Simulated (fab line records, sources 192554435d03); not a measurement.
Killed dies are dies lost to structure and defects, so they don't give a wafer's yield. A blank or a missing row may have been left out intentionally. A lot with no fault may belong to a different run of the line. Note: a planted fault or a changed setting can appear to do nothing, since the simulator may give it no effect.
3 desks, one fault ; flow n5-finfet ; numbers are kept per desk, each desk with only its own; the story behind them comes last

## AT THE METROLOGY DESK
What the gauges read, lot by lot, whatever tool the lot ran on: means of the sampled wafers that have a number. If a lot's mean is further than 4 standard deviations from the usual mean, the lot is out of limits and carries the mark OUT (the distance appears in the brackets). Of its 10 readings 7 are shown: those that lie furthest out on some lot.
Columns: A = DIBL_N at N5_BEOL_M4_RC_MEAS_101, usual 35.8 mV/V; B = DIBL_P at N5_BEOL_M4_RC_MEAS_101, usual 35.6 mV/V; C = IOFF_N at N5_BEOL_M4_RC_MEAS_101, usual 0.148 nA/um; D = IOFF_P at N5_BEOL_M4_RC_MEAS_101, usual 0.20 nA/um; E = SS_N at N5_BEOL_M4_RC_MEAS_101, usual 71.2 mV/dec; F = SS_P at N5_BEOL_M4_RC_MEAS_101, usual 73.1 mV/dec; G = VT_P at N5_BEOL_M4_RC_MEAS_101, usual -251 mV
lot;first seen here;A;B;C;D;E;F;G
L809;day 7 15:10;33.8;35.3;0.138;0.16;71.1;72.8;-257
L811;day 8 00:16;35.1;35.3;0.158;0.21;71.8;73.0;-248
L810;day 8 02:58;37.1;37.6;0.151;0.21;71.1;73.3;-248
L812;day 9 00:37;37.2;35.1;0.151;0.22;71.2;73.6;-248
L814;day 9 04:34;37.4;36.6;0.159;0.20;71.7;73.6;-252
L813;day 9 07:23;36.0;38.0;0.159;0.20;71.2;72.8;-255
L818;day 10 02:16;34.9;34.5;0.129;0.19;70.4;73.0;-249
L821;day 11 02:18;34.8;35.2;0.148;0.19;71.2;72.9;-250
L827;day 12 03:19;36.6;36.8;0.158;0.20;71.7;73.3;-252
L830;day 13 02:19;38.1;40.2;0.188;0.25;71.9;74.1;-248
L831;day 13 18:52;36.5;35.2;0.161;0.20;71.3;72.3;-248
This desk found nothing out of limits on any of the 11 lots.

## THE TOOL OWNER'S DESK: pvd-sputter-02
The tool's own readings at N5_BEOL_M15_SPUTTER_45 (material Cu, target thk 100 nm, time 16.67 s): means of the sampled wafers that have a number, for each lot that ran on this tool. If a lot's mean is further than 4 standard deviations from the usual mean, the lot is out of limits and carries the mark OUT (the distance appears in the brackets).
Columns: A = throttle-valve-pct at N5_BEOL_M15_SPUTTER_45, usual 30.3 %
lot;first seen here;A
L812;day 12 09:07;29.9
L814;day 12 14:17;30.2
L813;day 13 02:16;30.6
L818;day 13 19:16;30.6
L821;day 14 14:41;30.1
L831;day 17 04:52;30.4
This desk found nothing out of limits on any of the 6 lots.

## THE DEFECT DESK
For each lot, the counts of the inspections along the route, averaged over the sampled wafers that have a number. If a lot's mean is further than 4 standard deviations from the usual mean, the lot is out of limits and carries the mark OUT (the distance appears in the brackets).
Columns: A = raw-defect-count at N5_PASSIVATION_INSPECT_61, usual 2.0
lot;first seen here;A
L809;day 11 06:13;1.3
L811;day 11 14:18;3.0
L810;day 11 17:34;2.7
L812;day 12 18:14;2.0
L814;day 12 21:53;1.3
L813;day 13 13:01;2.0
L818;day 14 01:52;1.5
L821;day 15 00:23;4.5
L827;day 16 06:49;1.3
L830;day 16 19:28;3.0
L831;day 17 13:29;2.7
This desk found nothing out of limits on any of the 11 lots.

## TAKEN TOGETHER
At the metrology desk, nothing out of limits was observed.
The tool owner's desk saw nothing out of limits.
Nothing out of limits was seen by the defect desk.

## WHAT THE SIMULATOR HAD PUT IN
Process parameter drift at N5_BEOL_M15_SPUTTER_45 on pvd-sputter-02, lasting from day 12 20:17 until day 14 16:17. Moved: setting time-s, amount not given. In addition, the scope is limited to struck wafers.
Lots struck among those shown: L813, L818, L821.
